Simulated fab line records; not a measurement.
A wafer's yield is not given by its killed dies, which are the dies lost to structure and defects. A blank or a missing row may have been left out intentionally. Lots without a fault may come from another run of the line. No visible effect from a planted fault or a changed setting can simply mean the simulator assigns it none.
The tool behind it: which one? / flow nand-harc / 14 lots, 42 wafers sampled, at 4 steps of a route of 1302

WHAT THE GAUGES READ, wafer by wafer
NHARC_P_GATE_INSPECT_68. Usual: raw-defect-count at 231, with a standard deviation of 100.
lot=L809; measured=day 6 01:31; on=defect-inspect-01; raw-defect-count=279 114 135; flag=
lot=L810; measured=day 6 13:47; on=defect-inspect-02; raw-defect-count=124 183 177; flag=
lot=L812; measured=day 7 11:25; on=defect-inspect-01; raw-defect-count=107 151 193; flag=
lot=L815; measured=day 8 19:02; on=defect-inspect-02; raw-defect-count=207 291 253; flag=
lot=L816; measured=day 9 11:34; on=defect-inspect-02; raw-defect-count=166 246 122; flag=
lot=L823; measured=day 12 01:02; on=defect-inspect-01; raw-defect-count=180 290 243; flag=
lot=L825; measured=day 12 22:20; on=defect-inspect-01; raw-defect-count=268 181 202; flag=
lot=L824; measured=day 12 23:17; on=defect-inspect-01; raw-defect-count=192 222 336; flag=
lot=L827; measured=day 13 14:25; on=defect-inspect-01; raw-defect-count=154 147 173; flag=
lot=L826; measured=day 13 15:03; on=defect-inspect-02; raw-defect-count=270 404 259; flag=
lot=L828; measured=day 14 05:46; on=defect-inspect-01; raw-defect-count=208 124 180; flag=
lot=L829; measured=day 14 18:58; on=defect-inspect-02; raw-defect-count=265 182 112; flag=
lot=L830; measured=day 15 03:08; on=defect-inspect-02; raw-defect-count=375 521 476; flag=
lot=L831; measured=day 15 15:49; on=defect-inspect-01; raw-defect-count=183 337 260; flag=

NHARC_P_CONTACT_CD_MEAS_12: the cd target is 90 nm. Usual: cd-nm at 89.6 nm, with a standard deviation of 0.51.
lot=L809; measured=day 6 02:59; on=cd-sem-02; cd-nm (nm)=90.2 89.9 90.1; flag=
lot=L810; measured=day 6 15:16; on=cd-sem-03; cd-nm (nm)=89.3 89.3 90.0; flag=
lot=L812; measured=day 7 13:01; on=cd-sem-02; cd-nm (nm)=90.0 89.4 89.2; flag=
lot=L815; measured=day 8 20:40; on=cd-sem-01; cd-nm (nm)=89.5 93.0 93.9; flag=OFF
lot=L816; measured=day 9 13:11; on=cd-sem-02; cd-nm (nm)=93.6 89.8 93.3; flag=OFF
lot=L823; measured=day 12 02:39; on=cd-sem-03; cd-nm (nm)=90.0 90.6 90.0; flag=
lot=L825; measured=day 12 23:49; on=cd-sem-01; cd-nm (nm)=89.0 90.0 89.1; flag=
lot=L824; measured=day 13 00:54; on=cd-sem-03; cd-nm (nm)=89.7 89.6 89.6; flag=
lot=L827; measured=day 13 15:54; on=cd-sem-01; cd-nm (nm)=90.0 90.5 89.4; flag=
lot=L826; measured=day 13 16:40; on=cd-sem-02; cd-nm (nm)=89.1 89.9 89.6; flag=
lot=L828; measured=day 14 07:22; on=cd-sem-03; cd-nm (nm)=89.5 89.3 90.0; flag=
lot=L829; measured=day 14 20:29; on=cd-sem-02; cd-nm (nm)=89.7 90.3 88.6; flag=
lot=L830; measured=day 15 04:44; on=cd-sem-02; cd-nm (nm)=88.3 89.0 89.2; flag=
lot=L831; measured=day 15 17:26; on=cd-sem-01; cd-nm (nm)=89.3 89.5 90.4; flag=

NHARC_P_CONTACT_OVL_MEAS_13. Usual: overlay-x-nm 0.2 nm, standard deviation 0.66; overlay-y-nm 0.1 nm, standard deviation 0.87.
lot=L809; measured=day 6 03:05; on=overlay-01; overlay-x-nm (nm)=-1.2 -0.8 -1.1; overlay-y-nm (nm)=0.0 0.1 0.0; flag=
lot=L810; measured=day 6 15:22; on=overlay-01; overlay-x-nm (nm)=0.2 -0.2 -0.5; overlay-y-nm (nm)=1.2 1.5 1.4; flag=
lot=L812; measured=day 7 13:07; on=overlay-02; overlay-x-nm (nm)=-0.5 0.1 -0.2; overlay-y-nm (nm)=-1.7 -1.8 -2.2; flag=
lot=L815; measured=day 8 20:44; on=overlay-01; overlay-x-nm (nm)=0.1 0.3 0.8; overlay-y-nm (nm)=1.0 0.8 1.5; flag=
lot=L816; measured=day 9 13:16; on=overlay-01; overlay-x-nm (nm)=0.3 0.0 -0.1; overlay-y-nm (nm)=-0.5 -0.1 -0.5; flag=
lot=L823; measured=day 12 02:44; on=overlay-01; overlay-x-nm (nm)=0.7 0.9 0.9; overlay-y-nm (nm)=1.0 1.0 0.8; flag=
lot=L825; measured=day 12 23:53; on=overlay-02; overlay-x-nm (nm)=-0.2 -0.6 -0.3; overlay-y-nm (nm)=-0.7 -0.2 -0.8; flag=
lot=L824; measured=day 13 00:59; on=overlay-02; overlay-x-nm (nm)=-0.6 -0.8 -0.6; overlay-y-nm (nm)=-0.3 -0.4 -0.7; flag=
lot=L827; measured=day 13 15:59; on=overlay-01; overlay-x-nm (nm)=-0.2 -0.3 0.1; overlay-y-nm (nm)=-1.0 -0.7 0.0; flag=
lot=L826; measured=day 13 16:46; on=overlay-02; overlay-x-nm (nm)=1.0 1.4 1.1; overlay-y-nm (nm)=-1.0 -0.3 -0.3; flag=
lot=L828; measured=day 14 07:28; on=overlay-02; overlay-x-nm (nm)=0.6 0.3 0.3; overlay-y-nm (nm)=-0.2 0.0 0.3; flag=
lot=L829; measured=day 14 20:34; on=overlay-01; overlay-x-nm (nm)=0.8 1.4 1.0; overlay-y-nm (nm)=-0.7 -0.4 -0.9; flag=
lot=L830; measured=day 15 04:49; on=overlay-01; overlay-x-nm (nm)=-0.5 0.1 -0.2; overlay-y-nm (nm)=0.9 1.3 1.4; flag=
lot=L831; measured=day 15 17:31; on=overlay-02; overlay-x-nm (nm)=-0.3 -0.5 -0.1; overlay-y-nm (nm)=1.2 1.0 1.3; flag=

EACH LOT AND THE TOOL THAT RAN IT (in order: tool; ch and the chambers of the sampled wafers; start)
lot=L809; NHARC_P_CONTACT_PEB_10=litho-track-06 ch 0, day 6 02:55
lot=L810; NHARC_P_CONTACT_PEB_10=litho-track-04 ch 0, day 6 15:11
lot=L812; NHARC_P_CONTACT_PEB_10=litho-track-06 ch 0, day 7 12:56
lot=L815; NHARC_P_CONTACT_PEB_10=litho-track-06 ch 0, day 8 20:35
lot=L816; NHARC_P_CONTACT_PEB_10=litho-track-06 ch 0, day 9 13:06
lot=L823; NHARC_P_CONTACT_PEB_10=litho-track-01 ch 0, day 12 02:34
lot=L825; NHARC_P_CONTACT_PEB_10=litho-track-04 ch 0, day 12 23:44
lot=L824; NHARC_P_CONTACT_PEB_10=litho-track-06 ch 0, day 13 00:49
lot=L827; NHARC_P_CONTACT_PEB_10=litho-track-01 ch 0, day 13 15:49
lot=L826; NHARC_P_CONTACT_PEB_10=litho-track-04 ch 0, day 13 16:35
lot=L828; NHARC_P_CONTACT_PEB_10=litho-track-04 ch 0, day 14 07:17
lot=L829; NHARC_P_CONTACT_PEB_10=litho-track-04 ch 0, day 14 20:23
lot=L830; NHARC_P_CONTACT_PEB_10=litho-track-01 ch 0, day 15 04:40
lot=L831; NHARC_P_CONTACT_PEB_10=litho-track-06 ch 0, day 15 17:21
- NHARC_P_CONTACT_PEB_10: peb time 65 s.

WHAT THE TOOLS THEMSELVES READ (means of the sampled wafers that have a number; where no wafer has one, the mark that the record gives instead)
The record holds no such reading with a usual standard deviation.

THE ANSWER, worked out from the rows above alone
Rule: lot off if the mean of its wafers having a number is beyond 3 standard deviations from the usual mean. A lot without any number at a reading at which 4 lots or more have one is off too. Any other lot the step has rows for is counted as sound. First the gauges in route order, then the tools' own readings, where a lot's mean is used as printed above. The first step at which some lot is off is used, and at that step the reading that is off furthest; a lot without a number counts as furthest.
Off, at NHARC_P_CONTACT_CD_MEAS_12 on cd-nm: L815, L816.
If a tool, at a process step before that reading, ran all the lots that are off and no sound lot after the first of them, it fits. The gauges at NHARC_P_CONTACT_CD_MEAS_12 are tried like those tools. None of those tried fits.

WHAT THE SIMULATOR PUT IN
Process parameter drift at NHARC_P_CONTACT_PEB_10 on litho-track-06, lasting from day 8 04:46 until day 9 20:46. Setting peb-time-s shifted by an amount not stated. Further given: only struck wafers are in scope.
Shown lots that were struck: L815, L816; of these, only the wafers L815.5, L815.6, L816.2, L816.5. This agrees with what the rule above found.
